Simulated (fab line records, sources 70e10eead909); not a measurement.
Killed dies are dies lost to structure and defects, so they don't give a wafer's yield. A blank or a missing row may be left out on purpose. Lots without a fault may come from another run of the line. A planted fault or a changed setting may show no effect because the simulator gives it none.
Which tool did it? | flow nand_harc | 6 lots, 18 wafers sampled, at 4 steps of a route of 1159

WHAT THE GAUGES READ, wafer by wafer
NHARC_P_M2_THK_MEAS_24: measures by xrf.
lot  | measured     | on            | thk_nm (nm)
L999 | day 6 16:59  | film_metro-02 | 145.5 143.9 143.9
L100 | day 6 21:47  | film_metro-01 | 145.2 141.4 144.4
L103 | day 7 12:59  | film_metro-02 | 143.8 144.0 143.0
L106 | day 8 12:01  | film_metro-02 | 146.1 146.6 143.9
L113 | day 10 13:41 | film_metro-01 | 145.6 136.5 136.3
L120 | day 11 23:28 | film_metro-01 | 146.4 143.4 140.5

WHICH TOOL RAN EACH LOT (tool, then ch and the chambers of the sampled wafers, then the start)
lot  | NHARC_P_M1_PRE_CLEAN_32         | NHARC_P_M2_DEGAS_29          | NHARC_P_M2_CMP_23
L999 | pecvd-02 ch 0,1,2, day 6 12:41  | pvd_sputter-03, day 6 15:34  | cmp-03 ch 0,1,3, day 6 16:40
L100 | pecvd-01 ch 0,1, day 6 17:43    | pvd_sputter-03, day 6 20:23  | cmp-03 ch 0,3, day 6 21:28
L103 | pecvd-01 ch 0,2, day 7 08:55    | pvd_sputter-03, day 7 11:30  | cmp-03 ch 1,2,3, day 7 12:40
L106 | pecvd-02 ch 0,2, day 8 07:59    | pvd_sputter-02, day 8 10:31  | cmp-04 ch 1,2, day 8 11:43
L113 | pecvd-01 ch 0,1, day 10 09:44   | pvd_sputter-03, day 10 12:17 | cmp-04 ch 0,2,3, day 10 13:22
L120 | pecvd-02 ch 0,1,2, day 11 19:28 | pvd_sputter-02, day 11 22:04 | cmp-03 ch 1,2,3, day 11 23:11
- NHARC_P_M1_PRE_CLEAN_32: time 12 s.
- NHARC_P_M2_DEGAS_29: time 60 s.
- NHARC_P_M2_CMP_23: polishes, t overpolish 20 s, target thk 144.3 nm.

THE ANSWER, worked out from the rows above alone
Rule: what is usual is taken from the lots themselves. Put in order of their means at a reading, lots are off if they are a third of the lots or fewer, leave a main group of 4 or more, and stand apart from it by a gap of 3 or more times the standard deviation of the main group's means; of several such gaps the widest counts. A main group whose means are all the same, to the digits that the tables above print for the reading, isn't used. A lot without any number at a reading at which 4 lots or more have one is off too. The other lots that the step has rows for count as sound.
Off: L113, at NHARC_P_M2_THK_MEAS_24 (thk_nm). The main group: mean 144.1 nm, standard deviation 0.78.
A tool fits if, at a process step before that reading, it ran every lot that is off, and no sound lot after the first of them. The gauges at NHARC_P_M2_THK_MEAS_24 are tried like those tools. Can't be told from this: 3 tools fit, pecvd-01 at NHARC_P_M1_PRE_CLEAN_32, pvd_sputter-03 at NHARC_P_M2_DEGAS_29, cmp-04 at NHARC_P_M2_CMP_23.

WHAT THE SIMULATOR HAD PUT IN
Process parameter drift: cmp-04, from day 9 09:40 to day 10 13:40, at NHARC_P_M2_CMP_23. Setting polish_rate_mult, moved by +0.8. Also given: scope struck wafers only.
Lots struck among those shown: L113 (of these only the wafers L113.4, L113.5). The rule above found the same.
